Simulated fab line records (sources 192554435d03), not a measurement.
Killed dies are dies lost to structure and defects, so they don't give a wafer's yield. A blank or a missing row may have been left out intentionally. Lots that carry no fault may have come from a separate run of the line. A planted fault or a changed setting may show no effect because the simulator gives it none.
Split-lot study ; flow n5 finfet ; 21 wafers read across 7 lots, on a route 1938 steps long

SPLIT DETAILS
At N5_BEOL_M6_COAT_05 (resist thk 90 nm), the setting spin rpm was moved away from the recipe's 1500 rpm on 4 of the 21 wafers read, by -4.9% to +10.7%. The other wafers ran this setting at the recipe's value.

The reading is taken at the split's own step.

THE READING
CAR-ArF_of_BEOL_M6_COAT_05.thk nm (the simulator's own value, which no gauge read), in nm, at N5_BEOL_M6_COAT_05 (resist thk 90 nm). There is no usual value for it anywhere in the file. Here, 17 wafers ran the recipe; their average is 90.2 nm with a standard deviation of 0.24 nm.

wafer;tool, chamber at the split;spin rpm as run, rpm;against the recipe;CAR-ArF_of_BEOL_M6_COAT_05.thk nm, nm;against lot-mates on the recipe
L075.1;litho track-05, 0;1500;recipe;90.4;-
L075.3;litho track-05, 0;1500;recipe;90.6;-
L075.4;litho track-05, 0;1569;+4.6%;88.2;-2.3
L083.1;litho track-03, 0;1500;recipe;90.4;-
L083.4;litho track-03, 0;1500;recipe;90.4;-
L083.3;litho track-03, 0;1500;recipe;90.6;-
L085.1;litho track-04, 0;1500;recipe;90;-
L085.3;litho track-04, 0;1500;recipe;89.8;-
L085.4;litho track-04, 0;1500;recipe;89.8;-
L088.1;litho track-03, 0;1426;-4.9%;92.8;+2.5
L088.3;litho track-03, 0;1500;recipe;90.2;-
L088.6;litho track-03, 0;1500;recipe;90.4;-
L091.1;litho track-03, 0;1500;recipe;90;-
L091.4;litho track-03, 0;1500;recipe;90.2;-
L091.5;litho track-03, 0;1621;+8.1%;86.6;-3.5
L096.1;litho track-04, 0;1500;recipe;90.2;-
L096.5;litho track-04, 0;1500;recipe;90.2;-
L096.6;litho track-04, 0;1500;recipe;90.2;-
L095.3;litho track-03, 0;1500;recipe;90;-
L095.4;litho track-03, 0;1500;recipe;90;-
L095.6;litho track-03, 0;1661;+10.7%;85.8;-4.2

THE FIT
A straight line over all 21 wafers: CAR-ArF_of_BEOL_M6_COAT_05.thk nm changes by -0.438 nm for each +1% of spin rpm; r = -0.99; the points scatter about the line by 0.25 nm.
The same after taking each lot's own level away (the mean of its wafers on the recipe; 21 wafers): -0.428 nm for each +1%; r = -0.99; scatter 0.17 nm.
That fit puts the effect of the largest move of spin rpm on the reading at 4.6 nm.
The lots' own levels span 89.87 to 90.50 nm, that is 2.7 times the standard deviation above.
Consequently the slope shifts little with the lot-to-lot level, the two slopes agreeing.
Check: for one of the wafers moved furthest among these (+10.7%), held out of the fit, the line's prediction against its lot-mates is -4.96 nm. It came out at -4.2 nm against them.

ADDITIONAL SPLITS CARRIED BY THESE WAFERS
Note: prior to the reading, these wafers also went through further splits. Each is held against what the fit with the lots' levels taken away leaves over:
other split on the same wafers;wafers away from the commonest value;r with CAR-ArF_of_BEOL_M6_COAT_05.thk nm (lot level and that fit taken away)
N5_BEOL_M4_EXPOSE_08 dose mj;7;-0.18
N5_BEOL_M5_HM_DEP_02 target thk a;8;+0.06
N5_BEOL_M5_COAT_71 spin rpm;8;-0.03

FILE'S OWN FIT
CAR-ArF_of_BEOL_M6_COAT_05.thk nm changes by -0.426 nm for each +1% of spin rpm, r = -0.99.
